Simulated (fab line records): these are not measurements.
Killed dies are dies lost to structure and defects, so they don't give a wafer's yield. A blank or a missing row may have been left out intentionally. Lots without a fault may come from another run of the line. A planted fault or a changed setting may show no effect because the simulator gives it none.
fab line records	flow n5-finfet
record lots=11	wafers=33	last-day=18
route steps=1938 shown BEOL_M15@1793 PASSIVATION@1936
lots that met no fault: from a run of the same line without faults
start-h: the number of hours between the record's first day and the start of the first shown wafer of the lot	wait-h: hours elapsed since this lot's preceding step	" the same as in the row above	L1.1+2: a row that stands for several wafers	- value missing, or start not given	* or withheld: withheld	< > ~ a bound
route shown NAME@n: names a module that has steps shown in the file, with the first one's number in the route	usual: mean/standard deviation of fault-free wafers	same: alike in all rows	chamber/n: place in a boat	sites: each site's reading	_std_site: the standard deviation of these	_edge_site: inner sites' mean taken away from outer sites' mean	radius-mm: how far each site lies from the wafer's centre	mask NAME#n: copy n	behind: the most recent tool/chamber to have shaped the wafer	hold: the reason the lot was held/the length of the hold in hours/how it ended	device: the n, p or np transistor that did not switch	end of line: tests run on the same wafers once the route is complete	a step given without rows: its recipe and nothing more	killed: the dies lost at the first sort to structure and to defects; this is not the yield of the wafer	map: shows each die of a wafer: x if killed, . if not, _ if none is there
set.NAME: the setting that was run; set.NAME@STEP: the one run at that earlier step	model.NAME: the simulator's own value behind a step, which no gauge read
the route's steps for a sample of lots (tables are steps, rows are wafers)
services: when a tool's chamber went out of use (start-h, in hours from the record's first day, below 0 if earlier), for how many hours, and the reason
## steps
# step N5_BEOL_M15_CD_MEAS_17
# recipe target-cd-nm=360	polarity=opening
# usual cd-nm=360.3/2
lot.wafer	tool	chamber	start-h	wait-h	cd-nm
L893.1	cd-sem-02	-	250.00	0.0	363.5
L893.3	"	-	"	"	357.7
L893.6	"	-	"	"	362.6
L894.1	cd-sem-02	-	253.96	0.0	358.3
L894.4	"	-	"	"	360.9
L894.5	"	-	"	"	356.2
L895.2	cd-sem-03	-	274.39	0.0	363.9
L895.3	"	-	"	"	358.1
L895.6	"	-	"	"	357.6
L896.1	cd-sem-03	-	274.42	0.0	362.5
L896.2	"	-	"	"	362.8
L896.4	"	-	"	"	360.6
L899.2	cd-sem-01	-	282.42	0.0	355.3
L899.3	"	-	"	"	359.0
L899.4	"	-	"	"	357.5
L902.3	cd-sem-03	-	297.23	0.0	355.2
L902.4	"	-	"	"	358.4
L902.5	"	-	"	"	358.7
L911.1	cd-sem-03	-	362.44	0.0	360.0
L911.2	"	-	"	"	359.2
L911.4	"	-	"	"	357.8
L912.1	cd-sem-03	-	377.99	0.0	361.5
L912.3	"	-	"	"	362.0
L912.4	"	-	"	"	362.0
L914.2	cd-sem-03	-	379.07	0.0	360.7
L914.4	"	-	"	"	360.9
L914.5	"	-	"	"	362.0
L915.1	cd-sem-01	-	395.29	0.0	361.1
L915.4	"	-	"	"	363.2
L915.5	"	-	"	"	364.1
L913.1	cd-sem-01	-	403.86	0.0	360.2
L913.3	"	-	"	"	360.0
L913.6	"	-	"	"	360.3
# step N5_BEOL_M15_STRIP_37
# recipe chemistry=O2	power-w=600	temp-c=60	pressure-mtorr=30	rf-frequency-hz=6e+07	bias-power-w=0	overash-fraction=0.3	o2-flow-sccm=225
# usual chamber-pressure-mTorr=30.00/0.037	drypump-motor-current-A=5.8/0.54	oes-product-au=0.78/0.074	rf-vpp-V=3.6/0.63	showerhead-plenum-p-Torr=2.11/0.066	throttle-valve-pct=16.6/0.33
lot.wafer	tool	chamber	start-h	wait-h	chamber-pressure-mTorr	drypump-motor-current-A	oes-product-au	rf-hours-counter-h	rf-vpp-V	showerhead-plenum-p-Torr	throttle-valve-pct
L893.1	rie-diel-03	2	253.83	-	29.94	5.0	0.79	124	4.0	2.11	16.9
L893.3	"	1	"	"	30.00	6.0	0.74	191	3.1	2.00	16.9
L893.6	"	2	"	"	29.97	5.0	0.78	-	3.2	2.11	16.9
L894.1	rie-diel-02	0	255.58	-	29.93	5.1	0.69	223	2.3	2.06	17.1
L894.4	"	3	"	"	30.00	6.6	0.89	51	2.8	2.22	16.5
L894.5	"	3	"	"	30.00	6.6	0.89	-	4.4	2.22	16.5
L895.2	rie-diel-03	0	278.25	-	30.02	5.9	0.74	190	3.2	2.08	16.8
L895.3	"	1	"	"	29.99	6.0	0.73	198	3.2	1.99	16.9
L895.6	"	0	"	"	30.01	5.9	0.74	-	3.9	2.09	16.8
L896.1	rie-diel-02	3	279.51	-	30.08	6.6	0.87	59	5.0	2.21	16.6
L896.2	"	0	"	"	29.99	5.1	0.68	230	3.5	2.06	17.1
L896.4	"	2	"	"	30.04	6.6	0.86	52	3.8	2.11	16.1
L899.2	rie-diel-03	2	284.62	-	30.02	5.0	0.77	133	3.1	2.11	16.9
L899.3	"	1	"	"	29.95	6.0	0.72	200	4.9	1.99	16.9
L899.4	"	0	"	"	30.02	5.9	0.74	192	4.9	2.08	16.8
L902.3	rie-diel-02	3	302.13	-	20.98	6.6	0.86	67	4.4	2.21	16.6
L902.4	"	2	"	"	30.00	6.6	0.85	61	3.3	2.11	16.1
L902.5	"	0	"	"	29.99	5.1	0.67	-	3.7	2.06	17.1
L911.1	rie-diel-04	1	366.55	-	30.01	6.3	0.70	234	3.4	2.15	16.5
L911.2	"	0	"	"	30.06	5.6	0.69	229	4.6	2.07	17.1
L911.4	"	2	"	"	30.02	5.7	0.69	201	2.6	2.18	17.2
L914.2	rie-diel-02	2	383.53	-	29.97	6.6	0.80	90	4.3	2.10	16.2
L914.4	"	1	"	"	29.95	5.4	0.77	131	3.6	2.08	16.3
L914.5	"	2	"	"	30.03	6.6	0.80	-	4.6	2.10	16.2
L912.1	rie-diel-04	2	384.26	-	30.00	5.7	0.69	206	4.0	2.18	17.2
L912.3	"	1	"	"	29.97	6.3	0.70	239	4.8	2.15	16.5
L912.4	"	3	"	"	29.94	5.8	0.90	45	3.1	2.14	16.2
L915.1	rie-diel-03	1	400.58	-	29.96	6.0	0.70	236	3.3	1.98	16.9
L915.4	"	3	"	"	29.98	5.7	0.80	100	3.2	2.21	16.5
L915.5	"	3	"	"	29.99	5.6	0.81	-	3.1	2.21	16.5
L913.1	rie-diel-02	2	408.35	-	29.99	6.6	0.80	97	4.4	2.10	16.1
L913.3	"	0	"	"	29.95	5.1	0.90	18	3.3	2.05	16.6
L913.6	"	1	"	"	30.06	5.4	0.77	-	3.7	2.08	16.3
# step N5_BEOL_M15_ETCH_38
# recipe chemistry=CF4/N2	target=SiCN	target-depth-a=1064	taper-deg=2	time-s=120.5	ion-energy-ev=150	mask-material=SiO2	pressure-mtorr=40	source-w=430	bias-w=70	Ar_flow_sccm=100	cf4-flow-sccm=60	n2-flow-sccm=60
# usual drypump-motor-current-A=5.8/0.54	oes-product-au=0.78/0.078	rf-vpp-V=382.8/1.6	showerhead-plenum-p-Torr=2.22/0.067	throttle-valve-pct=15.41/0.29
lot.wafer	tool	chamber	start-h	wait-h	drypump-motor-current-A	oes-product-au	rf-hours-counter-h	rf-vpp-V	showerhead-plenum-p-Torr	throttle-valve-pct
L893.1	rie-diel-03	2	-	-	5.0	0.78	124	383.1	2.21	15.57
L893.3	"	1	"	"	6.0	0.73	191	380.4	2.10	15.65
L893.6	"	2	"	"	5.0	0.77	-	381.7	2.21	15.57
L894.1	rie-diel-02	0	-	-	5.1	0.68	223	381.1	2.17	15.81
L894.4	"	3	"	"	6.6	0.88	51	385.5	2.33	15.32
L894.5	"	3	"	"	6.6	0.88	-	385.6	2.33	15.33
L895.2	rie-diel-03	0	-	-	5.9	0.73	190	380.5	2.20	15.54
L895.3	"	1	"	"	6.0	0.73	198	379.9	2.10	15.66
L895.6	"	0	"	"	5.9	0.73	-	382.2	2.20	15.56
L896.1	rie-diel-02	3	-	-	6.5	0.87	59	384.6	2.33	15.34
L896.2	"	0	"	"	5.1	0.68	230	382.6	2.17	15.84
L896.4	"	2	"	"	6.6	0.84	52	384.6	2.25	14.98
L899.2	rie-diel-03	2	-	-	5.0	0.77	133	382.4	2.21	15.61
L899.3	"	1	"	"	6.0	0.72	200	379.7	2.10	15.64
L899.4	"	0	"	"	5.9	0.73	192	381.4	2.20	15.54
L902.3	rie-diel-02	3	-	-	6.6	0.86	67	383.7	2.32	15.35
L902.4	"	2	"	"	6.6	0.84	61	382.5	2.25	14.99
L902.5	"	0	"	"	5.1	0.67	-	381.6	2.17	15.84
L911.1	rie-diel-04	1	-	-	6.3	0.70	234	382.9	2.27	15.30
L911.2	"	0	"	"	5.6	0.69	229	381.0	2.18	15.87
L911.4	"	2	"	"	5.7	0.70	201	384.6	2.28	15.88
L914.2	rie-diel-02	2	-	-	6.6	0.80	90	383.2	2.24	15.05
L914.4	"	1	"	"	5.4	0.78	131	383.4	2.21	15.20
L914.5	"	2	"	"	6.6	0.80	-	382.5	2.24	15.03
L912.1	rie-diel-04	2	-	-	5.7	0.69	206	382.5	2.27	15.88
L912.3	"	1	"	"	6.3	0.70	239	383.5	2.26	15.32
L912.4	"	3	"	"	5.8	0.92	45	385.1	2.24	14.90
L915.1	rie-diel-03	1	-	-	6.0	0.69	236	380.3	2.08	15.72
L915.4	"	3	"	"	5.7	0.81	100	384.2	2.32	15.27
L915.5	"	3	"	"	5.7	0.80	-	384.1	2.32	15.26
L913.1	rie-diel-02	2	-	-	6.6	0.80	97	383.1	2.23	15.06
L913.3	"	0	"	"	5.1	0.91	18	380.8	2.16	15.39
L913.6	"	1	"	"	5.4	0.77	-	382.1	2.20	15.22
# step N5_BEOL_M15_ANNEAL_48
# recipe temp-c=225	time-s=90	ambient=N2
# usual wafer_temp_C_max=226.0/0.38
lot.wafer	tool	chamber	start-h	wait-h	wafer_temp_C_max
L893.1	rtp-anneal-01	0	254.90	0.2	226.8
L893.3	"	0	"	"	226.0
L893.6	"	0	"	"	226.1
L894.1	rtp-anneal-02	0	256.44	0.2	225.7
L894.4	"	0	"	"	225.7
L894.5	"	0	"	"	225.5
L895.2	rtp-anneal-02	0	279.78	0.2	226.1
L895.3	"	0	"	"	225.6
L895.6	"	0	"	"	225.8
L896.1	rtp-anneal-01	0	280.84	0.4	226.0
L896.2	"	0	"	"	226.5
L896.4	"	0	"	"	226.5
L899.2	rtp-anneal-02	0	286.11	0.4	225.8
L899.3	"	0	"	"	225.8
L899.4	"	0	"	"	225.8
L902.3	rtp-anneal-02	0	303.31	0.2	225.3
L902.4	"	0	"	"	225.7
L902.5	"	0	"	"	225.6
L911.1	rtp-anneal-01	0	367.78	0.2	226.6
L911.2	"	0	"	"	226.6
L911.4	"	0	"	"	226.5
L914.2	rtp-anneal-01	0	385.50	1.0	226.6
L914.4	"	0	"	"	226.1
L914.5	"	0	"	"	226.2
L912.1	rtp-anneal-02	0	386.16	1.1	225.4
L912.3	"	0	"	"	225.5
L912.4	"	0	"	"	225.7
L915.1	rtp-anneal-01	0	402.07	0.5	226.6
L915.4	"	0	"	"	226.3
L915.5	"	0	"	"	226.5
L913.1	rtp-anneal-02	0	410.09	0.5	225.6
L913.3	"	0	"	"	225.8
L913.6	"	0	"	"	225.8
# step N5_PASSIVATION_PROBE_49
# usual defect-limited-yield=90.9/1.5	killed_at_M0_to_M3=35/10	killed_at_M4_up=14/5.2	killed-at-contacts=13/7.3	killed-at-front-end=42/12	killed-at-other=3.4/2.5	killed-dies=108/18	killed-open=70/13	killed-short=35/8	sort_bin_4_leakage=0.00/0.007	sort_bin_5_function=5.4/1	sort_bin_6_memory=3.4/0.71	sort-n-pass=1072/18	sort-yield-pct=90.9/1.5
# same gross-dies=1180	killed-at-back-side=0	sort_bin_8_speed[%]=0
lot.wafer	tool	chamber	start-h	wait-h	defect-limited-yield[%]	killed_at_M0_to_M3	killed_at_M4_up	killed-at-contacts	killed-at-front-end	killed-at-other	killed-dies	killed-open	killed-short	sort_bin_4_leakage[%]	sort_bin_5_function[%]	sort_bin_6_memory[%]	sort-n-pass	sort-yield-pct[%]
L895.2	prober-01	-	294.16	0.1	92.0	38	13	6	28	9	94	58	28	0	4.9	2.5	1086	92.0
L895.3	prober-01	-	294.21	0.1	92.2	38	13	18	22	1	92	60	28	0	4.5	3.1	1088	92.2
L895.6	prober-01	-	294.36	0.3	92.5	32	11	19	25	2	89	58	29	0	4.1	2.9	1091	92.5
L902.3	prober-01	-	317.58	0.1	88.8	42	7	19	60	4	132	85	41	0	5.9	4.7	1048	88.8
L902.4	prober-01	-	317.63	0.2	91.4	34	13	15	39	1	102	61	39	0	5.0	3.2	1078	91.4
L902.5	prober-01	-	317.68	0.2	89.2	43	13	20	51	1	128	83	39	0	5.3	4.7	1052	89.2
L911.1	prober-02	-	381.99	0.0	91.2	33	11	10	44	6	104	81	22	0	5.3	3.1	1076	91.2
L911.2	prober-02	-	382.04	0.1	92.9	32	10	14	26	2	84	58	25	0	4.6	2.5	1096	92.9
L911.4	prober-02	-	382.14	0.2	91.4	30	20	10	40	2	102	62	38	0	5.3	3.2	1078	91.4
L914.2	prober-01	-	404.13	0.1	92.3	22	9	13	45	2	91	64	26	0	4.1	3.3	1089	92.3
L914.4	prober-01	-	404.23	0.2	93.9	18	14	18	21	1	72	47	23	0	3.5	2.5	1108	93.9
L914.5	prober-01	-	404.28	0.2	90.5	24	13	26	48	1	112	70	39	0	5.2	4.0	1068	90.5
L912.1	prober-01	-	405.70	0.0	92.4	19	7	10	47	7	90	59	26	0	4.6	2.9	1090	92.4
L912.3	prober-01	-	405.80	0.1	93.6	26	11	1	34	3	75	45	27	0	3.8	2.5	1105	93.6
L912.4	prober-01	-	405.85	0.2	89.8	37	9	10	64	0	120	82	32	0	6.8	2.9	1060	89.8
L915.1	prober-01	-	417.87	0.0	91.9	27	10	7	49	2	95	57	36	0	4.7	3.0	1085	91.9
L915.4	prober-01	-	418.02	0.2	92.3	33	11	6	29	12	91	51	39	0	4.6	2.8	1089	92.3
L915.5	prober-01	-	418.07	0.2	89.7	35	11	22	47	6	121	85	36	0	6.2	3.6	1059	89.7
L913.1	prober-01	-	425.81	0.0	88.6	41	23	13	55	2	134	85	45	0	5.6	5.1	1046	88.6
L913.3	prober-01	-	425.91	0.1	88.1	55	18	9	57	1	140	103	34	0	7.6	3.9	1040	88.1
L913.6	prober-01	-	426.06	0.3	87.5	38	18	12	78	1	147	90	55	0	7.5	4.7	1033	87.5
# killed by level:class
L895.2 BEOL_M0_SAQP:geometric-particle:open=9 STI_FIN_REVEAL:geometric-particle:open=7 BEOL_M3:geometric-particle:open=6 PASS1_CAP:geometric-particle:short=6 FIN_SAQP:geometric-particle:open=5 MOL_CONTACT_COAG:geometric-particle:open=5 BEOL_M0:geometric-particle:open=5 BEOL_M1:geometric-particle:open=4
L895.3 MOL_CONTACT_COAG:geometric-particle:open=13 BEOL_M1:geometric-particle:open=9 FIN_SAQP:geometric-particle:open=6 BEOL_M1:geometric-particle:short=5 BEOL_M3:geometric-particle:open=5 MOL_CONTACT_COAG:geometric-particle:short=4 BEOL_M0_SAQP:geometric-particle:short=4 BEOL_M0:geometric-particle:open=4
L895.6 MOL_CONTACT_COAG:geometric-particle:open=17 BEOL_M3:geometric-particle:open=11 FIN_SAQP:geometric-particle:open=9 BEOL_M1:geometric-particle:open=5 BEOL_M0_SAQP:geometric-particle:short=4 BEOL_M1:geometric-particle:short=4 BEOL_M4:geometric-particle:open=4 FIN_SAQP:geometric-particle:short=3
L902.3 STI_FIN_REVEAL:geometric-particle:open=27 MOL_CONTACT_COAG:geometric-particle:open=14 BEOL_M0_SAQP:geometric-particle:short=11 BEOL_M3:geometric-particle:open=8 GATE_CUT:geometric-particle:short=8 BEOL_M0_SAQP:geometric-particle:open=7 FIN_SAQP:geometric-particle:open=6 STI_FIN_REVEAL:geometric-particle:short=5
L902.4 MOL_CONTACT_COAG:geometric-particle:open=13 BEOL_M0_SAQP:geometric-particle:short=10 BEOL_M0_SAQP:geometric-particle:open=9 STI_FIN_REVEAL:geometric-particle:open=6 GATE_CUT:geometric-particle:short=6 FIN_SAQP:geometric-particle:open=5 STI_FIN_REVEAL:geometric-particle:short=4 BEOL_M1:geometric-particle:open=4
L902.5 MOL_CONTACT_COAG:geometric-particle:open=18 BEOL_M0_SAQP:geometric-particle:short=14 BEOL_M0_SAQP:geometric-particle:open=13 STI_FIN_REVEAL:geometric-particle:open=12 GATE_CUT:geometric-particle:short=8 FIN_SAQP:geometric-particle:open=6 STARTING-WAFER:geometric-particle:open=6 BEOL_M3:geometric-particle:open=6
L911.1 FIN_SAQP:geometric-particle:open=10 MOL_CONTACT_COAG:geometric-particle:open=10 BEOL_M1:geometric-particle:open=9 STI_FIN_REVEAL:geometric-particle:open=8 DUMMY_GATE:geometric-particle:open=6 GATE_CUT:geometric-particle:short=6 BEOL_M0_SAQP:geometric-particle:open=6 BEOL_M2:geometric-particle:open=5
L911.2 MOL_CONTACT_COAG:geometric-particle:open=11 BEOL_M2:geometric-particle:open=8 BEOL_M3:geometric-particle:open=7 FIN_SAQP:geometric-particle:short=5 GATE_CUT:geometric-particle:open=5 BEOL_M0:geometric-particle:open=5 BEOL_M4:geometric-particle:open=5 BEOL_M1:geometric-particle:open=4
L911.4 MOL_CONTACT_COAG:geometric-particle:open=8 GATE_CUT:geometric-particle:short=7 BEOL_M5:geometric-particle:open=6 FIN_SAQP:geometric-particle:short=5 STI_FIN_REVEAL:geometric-particle:open=5 DUMMY_GATE:geometric-particle:open=5 STARTING-WAFER:geometric-particle:short=5 BEOL_M1:geometric-particle:open=4
L914.2 MOL_CONTACT_COAG:geometric-particle:open=11 FIN_SAQP:geometric-particle:open=8 GATE_CUT:geometric-particle:short=7 STI_FIN_REVEAL:geometric-particle:open=6 BEOL_M0_SAQP:geometric-particle:open=6 BEOL_M3:geometric-particle:open=6 ILD0:geometric-particle:open=5 GATE_CUT:geometric-particle:open=5
L914.4 MOL_CONTACT_COAG:geometric-particle:open=12 MOL_CONTACT_COAG:geometric-particle:short=6 STI_FIN_REVEAL:geometric-particle:open=5 BEOL_M2:geometric-particle:open=4 BEOL_M4:geometric-particle:open=4 FIN_SAQP:geometric-particle:short=3 BEOL_M8:geometric-particle:open=3 BEOL_M1:geometric-particle:open=3
L914.5 MOL_CONTACT_COAG:geometric-particle:open=17 STI_FIN_REVEAL:geometric-particle:open=14 MOL_CONTACT_COAG:geometric-particle:short=9 BEOL_M3:geometric-particle:open=9 FIN_SAQP:geometric-particle:short=6 BEOL_M2:geometric-particle:open=6 FIN_SAQP:geometric-particle:open=5 DUMMY_GATE:geometric-particle:short=5
L912.1 DUMMY_GATE:geometric-particle:open=10 STI_FIN_REVEAL:geometric-particle:open=8 BEOL_M3:geometric-particle:open=7 FIN_SAQP:geometric-particle:open=6 MOL_CONTACT_COAG:geometric-particle:open=6 GATE_CUT:geometric-particle:short=5 MOL_CONTACT_COAG:geometric-particle:short=4 STARTING-WAFER:geometric-particle:short=4
L912.3 FIN_SAQP:geometric-particle:open=12 FIN_SAQP:geometric-particle:short=9 BEOL_M2:geometric-particle:open=7 BEOL_M1:geometric-particle:short=5 BEOL_M3:geometric-particle:open=5 BEOL_M4:geometric-particle:open=5 BEOL_M1:geometric-particle:open=3 STARTING-WAFER:geometric-particle:short=3
L912.4 BEOL_M3:geometric-particle:open=13 DUMMY_GATE:geometric-particle:open=11 FIN_SAQP:geometric-particle:short=10 FIN_SAQP:geometric-particle:open=10 MOL_CONTACT_COAG:geometric-particle:open=8 BEOL_M2:geometric-particle:open=7 GATE_CUT:geometric-particle:open=6 FIN_CUT:geometric-particle:open=5
L915.1 FIN_SAQP:geometric-particle:open=17 FIN_SAQP:geometric-particle:short=13 BEOL_M0_SAQP:geometric-particle:short=6 MOL_CONTACT_COAG:geometric-particle:open=6 BEOL_M2:geometric-particle:open=5 BEOL_M4:geometric-particle:open=5 GATE_CUT:geometric-particle:short=4 BEOL_M0_SAQP:geometric-particle:open=4
L915.4 FIN_SAQP:geometric-particle:short=10 BEOL_M2:geometric-particle:open=7 BEOL_M0:geometric-particle:open=6 FIN_SAQP:geometric-particle:open=5 MOL_CONTACT_COAG:geometric-particle:open=5 BEOL_M0_SAQP:geometric-particle:short=5 BEOL_M0_SAQP:geometric-particle:open=4 BEOL_M4:geometric-particle:open=4
L915.5 FIN_SAQP:geometric-particle:open=17 MOL_CONTACT_COAG:geometric-particle:open=15 FIN_SAQP:geometric-particle:short=13 STI_FIN_REVEAL:geometric-particle:open=9 BEOL_M2:geometric-particle:open=9 BEOL_M0_SAQP:geometric-particle:open=8 MOL_CONTACT_COAG:geometric-particle:short=7 BEOL_M4:geometric-particle:open=7
L913.1 FIN_SAQP:geometric-particle:short=11 FIN_SAQP:geometric-particle:open=11 MOL_CONTACT_COAG:geometric-particle:open=11 STI_FIN_REVEAL:geometric-particle:open=10 BEOL_M4:geometric-particle:open=10 GATE_CUT:geometric-particle:short=8 BEOL_M2:geometric-particle:open=7 BEOL_M0_SAQP:geometric-particle:open=6
L913.3 BEOL_M2:geometric-particle:open=20 STI_FIN_REVEAL:geometric-particle:open=18 FIN_SAQP:geometric-particle:open=10 BEOL_M4:geometric-particle:open=10 BEOL_M0:geometric-particle:open=7 MOL_CONTACT_COAG:geometric-particle:open=7 BEOL_M3:geometric-particle:open=6 GATE_CUT:geometric-particle:short=6
L913.6 STI_FIN_REVEAL:geometric-particle:open=20 FIN_SAQP:geometric-particle:open=14 GATE_CUT:geometric-particle:short=14 BEOL_M2:geometric-particle:open=9 BEOL_M4:geometric-particle:open=9 FIN_SAQP:geometric-particle:short=8 MOL_CONTACT_COAG:geometric-particle:open=8 BEOL_M0_SAQP:geometric-particle:short=7
## services
tool	chamber	start-h	hours	kind
rie-diel-03	0	236.50	2.5	repair
rie-diel-04	1	264.02	3.2	repair
rie-diel-02	1	266.25	1.6	repair
rie-diel-04	-	301.12	28.1	pm
rie-diel-02	0	307.62	3.9	repair
rie-diel-02	0	333.52	-	clean
rie-diel-02	0	333.52	-	consumable-replace:focus-ring
rie-diel-02	0	333.52	15.5	scheduled-down
rie-diel-02	0	333.52	15.5	vent-cycle
rtp-anneal-02	-	339.43	9.0	pm
rie-diel-03	3	356.86	1.3	repair
rie-diel-02	-	385.55	2.8	pm
rie-diel-03	1	405.82	16.8	repair
## key
first-sign step=N5_BEOL_M15_STRIP_37	reading=chamber-pressure-mTorr	direction=down	sigmas=99+	usual=*	struck=*
effect none on later readings
met-at N5_BEOL_M15_STRIP_37
struck-lots L902
struck-wafers L902.3
not-acting-at N5_BEOL_M15_CD_MEAS_17,N5_BEOL_M15_ETCH_38,N5_BEOL_M15_ANNEAL_48
onset-between 279.51 302.13
fault kind=process-parameter-drift	tool=rie-diel-02	chamber=3	onset-h=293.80	steps=N5_BEOL_M15_STRIP_37	channel=pressure-mtorr	offset=*	shape=step	end-h=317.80	acts-in=*	stated=*
